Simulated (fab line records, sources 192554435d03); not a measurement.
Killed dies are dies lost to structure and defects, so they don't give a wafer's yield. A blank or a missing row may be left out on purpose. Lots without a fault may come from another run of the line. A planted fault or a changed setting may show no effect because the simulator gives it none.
Chamber matching | flow n5_finfet | N5_ILD0_CMP_12 on cmp-03: 4 sister chambers
The step polishes SiNx, stops on poly-Si, t overpolish 6 s, target thk 17.67 nm. 4 wafers are shown with their chamber, then 8 later ones without.

WAFERS WITH THEIR CHAMBER
wafer  | chamber | motor_current_A (A)
L085.2 | 3       | 7.9
L087.2 | 2       | 9.1
L087.4 | 0       | 8.7
L089.2 | 1       | 9.7

WAFERS WITHOUT THEIR CHAMBER
wafer  | motor_current_A (A)
L089.4 | 9.3
L089.5 | 9.6
L091.2 | 8.1
L091.4 | 8.5
L091.5 | 9.6
L097.2 | 8.4
L097.4 | 9.5
L097.6 | 9.3

WHICH CHAMBER EACH WENT THROUGH
wafer  | from the rows above     | in truth
L089.4 | can't be placed: 2 or 1 | 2
L089.5 | 1                       | 1
L091.2 | 3                       | 3
L091.4 | 0                       | 0
L091.5 | 1                       | 1
L097.2 | can't be placed: 0 or 3 | 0
L097.4 | can't be placed: 1 or 2 | 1
L097.6 | can't be placed: 2 or 1 | 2
Placed correctly: 4 of 8. Can't be placed from these rows: 4 (the true chamber is among the candidates in 4). Placed wrongly: 0.
How it was worked out, from the rows above alone: a wafer's distance from a chamber is the root of the sum, over the readings, of the square of ((its reading less the chamber's mean) divided by the reading's scatter). The wafer belongs to the nearest chamber; if the next one is less than 2 further off, it can't be placed. A chamber's mean is the mean of its shown wafers. The scatter: with one shown wafer a chamber, the root of the mean of the squares of how far each hidden wafer lies from its nearest shown one.
